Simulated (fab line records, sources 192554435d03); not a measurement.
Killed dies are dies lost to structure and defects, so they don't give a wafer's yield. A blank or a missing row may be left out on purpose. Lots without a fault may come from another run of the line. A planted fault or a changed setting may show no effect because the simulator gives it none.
Chamber matching | flow n5_finfet | N5_BEOL_M12_CMP_49 on cmp-04: 4 sister chambers
The step polishes, stops on SiOC, t overpolish 20.6 s, target thk 320 nm. 4 wafers are shown with their chamber, then 7 later ones without.

WAFERS WITH THEIR CHAMBER
wafer  | chamber | motor_current_A (A)
L075.4 | 3       | 5.7
L078.5 | 1       | 5.6
L079.1 | 0       | 6.4
L079.4 | 2       | 5.1

WAFERS WITHOUT THEIR CHAMBER
wafer  | motor_current_A (A)
L079.6 | 4.9
L080.1 | 5.8
L080.2 | 5.3
L080.4 | 6.5
L097.1 | 5.8
L097.3 | 5.9
L097.6 | 5.1

WHICH CHAMBER EACH WENT THROUGH
wafer  | from the rows above          | in truth
L079.6 | 2                            | 2
L080.1 | can't be placed: 3 or 1      | 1
L080.2 | can't be placed: 2 or 1 or 3 | 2
L080.4 | 0                            | 0
L097.1 | can't be placed: 3 or 1      | 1
L097.3 | can't be placed: 3 or 1      | 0
L097.6 | 2                            | 2
Placed correctly: 3 of 7. Can't be placed from these rows: 4 (the true chamber is among the candidates in 3). Placed wrongly: 0.
How it was worked out, from the rows above alone: a wafer's distance from a chamber is the root of the sum, over the readings, of the square of ((its reading less the chamber's mean) divided by the reading's scatter). The wafer belongs to the nearest chamber; if the next one is less than 2 further off, it can't be placed. A chamber's mean is the mean of its shown wafers. The scatter: with one shown wafer a chamber, the root of the mean of the squares of how far each hidden wafer lies from its nearest shown one.
